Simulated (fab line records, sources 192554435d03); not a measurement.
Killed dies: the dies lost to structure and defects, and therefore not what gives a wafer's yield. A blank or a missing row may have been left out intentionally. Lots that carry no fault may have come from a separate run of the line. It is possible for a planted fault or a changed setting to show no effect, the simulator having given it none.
Which of the tools did it?	flow n5-finfet	Sampling: 24 lots, 72 wafers, 5 of 1938 route steps

WHAT THE GAUGES READ, wafer by wafer
N5_BEOL_M5_CD_MEAS_11: the cd target is 27.74 nm.
lot	measured	on	cd-nm (nm)
L075	day 7 22:23	cd-sem-03	27.81 28.12 27.85
L074	day 8 01:11	cd-sem-03	28.16 28.19 28.27
L076	day 8 13:47	cd-sem-02	28.41 27.91 27.79
L077	day 8 16:23	cd-sem-03	27.49 27.91 27.86
L079	day 9 04:21	cd-sem-03	27.87 27.57 27.77
L078	day 9 08:35	cd-sem-03	27.69 27.72 28.04
L080	day 9 09:52	cd-sem-03	27.86 27.87 27.77
L081	day 9 16:11	cd-sem-03	27.65 28.06 27.64
L082	day 10 00:04	cd-sem-03	28.17 27.90 27.84
L083	day 10 02:19	cd-sem-03	28.17 27.86 28.25
L084	day 10 15:31	cd-sem-03	27.71 28.19 27.87
L087	day 11 06:09	cd-sem-03	27.96 28.18 28.25
L085	day 11 12:02	cd-sem-03	28.17 27.61 28.30
L086	day 11 12:13	cd-sem-02	27.68 28.22 27.90
L088	day 12 08:16	cd-sem-03	28.61 28.30 28.22
L089	day 12 08:55	cd-sem-01	28.40 28.01 27.95
L091	day 12 09:04	cd-sem-03	28.05 28.31 28.14
L090	day 12 11:11	cd-sem-01	27.51 28.28 28.01
L092	day 12 11:15	cd-sem-02	28.36 28.10 27.57
L093	day 12 11:57	cd-sem-01	27.86 27.71 27.80
L094	day 12 16:25	cd-sem-01	27.98 27.52 28.14
L095	day 13 11:28	cd-sem-03	28.15 28.01 28.06
L096	day 13 15:20	cd-sem-01	27.74 27.66 28.23
L097	day 14 01:26	cd-sem-03	28.19 28.15 28.26

TOOL THAT RAN EACH LOT (tool first, then ch and the chambers of the sampled wafers, then the start)
lot	N5_BEOL_M4_STRIP_36	N5_BEOL_M4_ALD_84	N5_BEOL_M4_ANNEAL_89	N5_BEOL_M4_SPUTTER_96
L075	rie-diel-05 ch 1,3, day 7 13:44	ald-metal-01 ch 0,1,2, day 7 14:41	pvd-sputter-03, day 7 17:47	pvd-sputter-03, day 7 18:35
L074	rie-diel-04 ch 0,2,3, day 7 18:08	ald-metal-03 ch 0,1,3, day 7 19:10	pvd-sputter-02, day 7 20:43	pvd-sputter-02, day 7 21:31
L076	rie-diel-03 ch 1,3, day 8 05:44	ald-metal-03 ch 1,2,3, day 8 06:32	pvd-sputter-03, day 8 08:33	pvd-sputter-03, day 8 09:21
L077	rie-diel-05 ch 1,2, day 8 10:12	ald-metal-01 ch 1,2, day 8 10:49	pvd-sputter-03, day 8 12:17	pvd-sputter-03, day 8 13:05
L079	rie-diel-04 ch 0,2, day 8 18:55	ald-metal-03 ch 0,1,3, day 8 20:47	pvd-sputter-01, day 8 22:40	pvd-sputter-01, day 8 23:28
L078	rie-diel-03 ch 1,2,3, day 8 23:28	ald-metal-01 ch 1,2, day 9 00:45	pvd-sputter-02, day 9 02:55	pvd-sputter-02, day 9 03:43
L080	rie-diel-04 ch 0,1,3, day 9 03:16	ald-metal-01 ch 1,3, day 9 04:15	pvd-sputter-01, day 9 05:47	pvd-sputter-01, day 9 06:35
L081	rie-diel-04 ch 2,3, day 9 08:53	ald-metal-03 ch 0,2,3, day 9 09:30	pvd-sputter-02, day 9 10:54	pvd-sputter-02, day 9 11:42
L082	rie-diel-03 ch 1,2,3, day 9 15:29	ald-metal-01 ch 0,1,2, day 9 16:49	pvd-sputter-03, day 9 18:23	pvd-sputter-03, day 9 19:11
L083	rie-diel-04 ch 1,3, day 9 15:36	ald-metal-04 ch 0,2,3, day 9 16:50	pvd-sputter-02, day 9 18:37	pvd-sputter-02, day 9 23:10
L084	rie-diel-05 ch 0,1,3, day 10 09:01	ald-metal-03 ch 0,1,2, day 10 09:56	pvd-sputter-01, day 10 11:20	pvd-sputter-01, day 10 12:08
L087	rie-diel-05 ch 0,1,3, day 10 22:29	ald-metal-04 ch 2,3, day 10 23:29	pvd-sputter-01, day 11 01:00	pvd-sputter-01, day 11 01:48
L085	rie-diel-03 ch 0,1,3, day 11 05:11	ald-metal-03 ch 0,1,2, day 11 06:05	pvd-sputter-02, day 11 07:34	pvd-sputter-02, day 11 08:22
L086	rie-diel-04 ch 0,1,2, day 11 05:27	ald-metal-04 ch 1,2, day 11 06:08	pvd-sputter-01, day 11 07:35	pvd-sputter-01, day 11 08:23
L088	rie-diel-05 ch 0,1,2, day 11 23:41	ald-metal-03 ch 0,1,2, day 12 00:32	pvd-sputter-02, day 12 01:58	pvd-sputter-02, day 12 02:46
L089	rie-diel-03 ch 0,3, day 11 23:54	ald-metal-04 ch 0,1, day 12 00:33	pvd-sputter-03, day 12 02:01	pvd-sputter-03, day 12 02:49
L091	rie-diel-03 ch 0,2,3, day 12 00:23	ald-metal-03 ch 0,1,2, day 12 00:53	pvd-sputter-02, day 12 03:53	pvd-sputter-02, day 12 04:41
L090	rie-diel-03 ch 0,1,3, day 12 02:47	ald-metal-01 ch 1,2,3, day 12 04:18	pvd-sputter-02, day 12 05:50	pvd-sputter-02, day 12 06:38
L092	rie-diel-03 ch 1,2,3, day 12 04:23	ald-metal-03 ch 0,1,3, day 12 05:20	pvd-sputter-01, day 12 06:49	pvd-sputter-01, day 12 07:37
L093	rie-diel-03 ch 0,1,2, day 12 05:13	ald-metal-04 ch 1,2,3, day 12 05:44	pvd-sputter-03, day 12 07:26	pvd-sputter-03, day 12 08:14
L094	rie-diel-03 ch 0,1,3, day 12 08:02	ald-metal-03 ch 1,2, day 12 08:46	pvd-sputter-03, day 12 10:21	pvd-sputter-03, day 12 11:09
L095	rie-diel-03 ch 0,2,3, day 13 03:20	ald-metal-03 ch 2,3, day 13 04:10	pvd-sputter-01, day 13 05:50	pvd-sputter-01, day 13 06:38
L096	rie-diel-04 ch 0,3, day 13 08:26	ald-metal-03 ch 0,1, day 13 09:04	pvd-sputter-03, day 13 10:51	pvd-sputter-03, day 13 11:39
L097	rie-diel-04 ch 0,1,3, day 13 19:05	ald-metal-04 ch 1,3, day 13 19:49	pvd-sputter-01, day 13 21:24	pvd-sputter-01, day 13 22:12
- N5_BEOL_M4_STRIP_36: strips in N2/H2.
- N5_BEOL_M4_ALD_84: deposits TaN, pulse time 2 s, purge time 3 s, co reactant purge time 2 s.
- N5_BEOL_M4_ANNEAL_89: time 240 s.
- N5_BEOL_M4_SPUTTER_96: material Cu, target thk 4.5 nm, time 8.29 s.

WHAT THE TOOLS THEMSELVES READ (means of the sampled wafers that have a number; where no wafer has one, the mark that the record gives instead)
N5_BEOL_M4_STRIP_36.
lot	tool	drypump-motor-current-A (A)	n2-flow-sccm (sccm)	oes-product-au (a.u.)	rf-vpp-V (V)	showerhead-plenum-p-Torr (Torr)	throttle-valve-pct (%)
L075	rie-diel-05	5.7	199.9	0.79	59.1	2.55	23.9
L074	rie-diel-04	5.5	199.7	0.81	59.6	2.55	23.7
L076	rie-diel-03	5.8	200.1	0.88	58.3	2.59	24.0
L077	rie-diel-05	5.3	199.5	0.81	59.4	2.59	24.1
L079	rie-diel-04	5.0	199.7	0.86	60.5	2.52	23.4
L078	rie-diel-03	5.7	200.0	0.80	58.9	2.59	23.8
L080	rie-diel-04	5.4	200.1	0.79	59.0	2.55	23.8
L081	rie-diel-04	6.0	199.4	0.76	58.5	2.58	24.1
L082	rie-diel-03	5.7	200.3	0.79	59.4	2.59	23.8
L083	rie-diel-04	5.6	199.7	0.79	59.6	2.54	24.1
L084	rie-diel-05	5.7	199.9	0.76	58.6	2.51	23.9
L087	rie-diel-05	5.7	200.9	0.76	59.6	2.51	23.9
L085	rie-diel-03	5.9	198.7	0.85	58.6	2.55	23.7
L086	rie-diel-04	5.2	199.2	0.83	59.6	2.50	23.8
L088	rie-diel-05	5.5	199.7	0.76	59.3	2.53	24.0
L089	rie-diel-03	5.6	200.0	0.87	59.1	2.56	23.8
L091	rie-diel-03	5.5	200.1	0.91	59.3	2.56	23.6
L090	rie-diel-03	5.9	200.5	0.86	59.3	2.54	23.7
L092	rie-diel-03	5.7	199.5	0.87	59.0	2.57	23.7
L093	rie-diel-03	5.8	200.0	0.89	59.7	2.54	23.4
L094	rie-diel-03	5.9	199.7	0.84	59.7	2.54	23.8
L095	rie-diel-03	5.6	199.2	0.89	59.3	2.55	23.6
L096	rie-diel-04	5.8	200.0	0.87	59.4	2.58	23.6
L097	rie-diel-04	5.5	199.5	0.84	58.5	2.54	23.7

N5_BEOL_M4_ALD_84.
lot	tool	heater-power-w (W)
L075	ald-metal-01	402
L074	ald-metal-03	426
L076	ald-metal-03	433
L077	ald-metal-01	413
L079	ald-metal-03	425
L078	ald-metal-01	409
L080	ald-metal-01	402
L081	ald-metal-03	430
L082	ald-metal-01	407
L083	ald-metal-04	403
L084	ald-metal-03	418
L087	ald-metal-04	390
L085	ald-metal-03	417
L086	ald-metal-04	392
L088	ald-metal-03	417
L089	ald-metal-04	411
L091	ald-metal-03	416
L090	ald-metal-01	412
L092	ald-metal-03	429
L093	ald-metal-04	401
L094	ald-metal-03	419
L095	ald-metal-03	432
L096	ald-metal-03	412
L097	ald-metal-04	421

N5_BEOL_M4_ANNEAL_89.
lot	tool	heater-power-w (W)
L075	pvd-sputter-03	838
L074	pvd-sputter-02	835
L076	pvd-sputter-03	837
L077	pvd-sputter-03	862
L079	pvd-sputter-01	850
L078	pvd-sputter-02	869
L080	pvd-sputter-01	862
L081	pvd-sputter-02	820
L082	pvd-sputter-03	829
L083	pvd-sputter-02	772
L084	pvd-sputter-01	834
L087	pvd-sputter-01	840
L085	pvd-sputter-02	819
L086	pvd-sputter-01	800
L088	pvd-sputter-02	763
L089	pvd-sputter-03	848
L091	pvd-sputter-02	779
L090	pvd-sputter-02	770
L092	pvd-sputter-01	820
L093	pvd-sputter-03	838
L094	pvd-sputter-03	872
L095	pvd-sputter-01	801
L096	pvd-sputter-03	839
L097	pvd-sputter-01	840

N5_BEOL_M4_SPUTTER_96.
lot	tool	throttle-valve-pct (%)
L075	pvd-sputter-03	29.9
L074	pvd-sputter-02	29.9
L076	pvd-sputter-03	30.0
L077	pvd-sputter-03	30.3
L079	pvd-sputter-01	29.6
L078	pvd-sputter-02	29.9
L080	pvd-sputter-01	30.0
L081	pvd-sputter-02	30.2
L082	pvd-sputter-03	30.3
L083	pvd-sputter-02	29.6
L084	pvd-sputter-01	29.0
L087	pvd-sputter-01	29.4
L085	pvd-sputter-02	30.1
L086	pvd-sputter-01	28.4
L088	pvd-sputter-02	29.9
L089	pvd-sputter-03	29.7
L091	pvd-sputter-02	29.3
L090	pvd-sputter-02	29.7
L092	pvd-sputter-01	30.1
L093	pvd-sputter-03	29.8
L094	pvd-sputter-03	30.0
L095	pvd-sputter-01	28.7
L096	pvd-sputter-03	30.3
L097	pvd-sputter-01	29.1

THE ANSWER, worked out from the rows above alone
Rule: usual is defined by the lots themselves. The widest of any qualifying gaps counts: lots, ordered by their means at a reading, are off when they make up no more than a third of the lots, leave a main group of 4 or more, and stand apart from it by 3 or more times the standard deviation of that group's means. If all means in a main group match to the digits the tables above print for the reading, that group is not used. A lot without any number at a reading at which 4 lots or more have one is off too. Where the step has rows for the other lots, those lots are counted as sound. Order of review: gauges by route order, followed by the tools' own readings, for which a lot's mean as printed above is used. At the first step where some lot is off, the reading lying furthest off is the one used; lots without a number count as furthest.
No lot is off on any of the readings shown, so nothing can be concluded from this.

WHAT THE SIMULATOR HAD INSERTED
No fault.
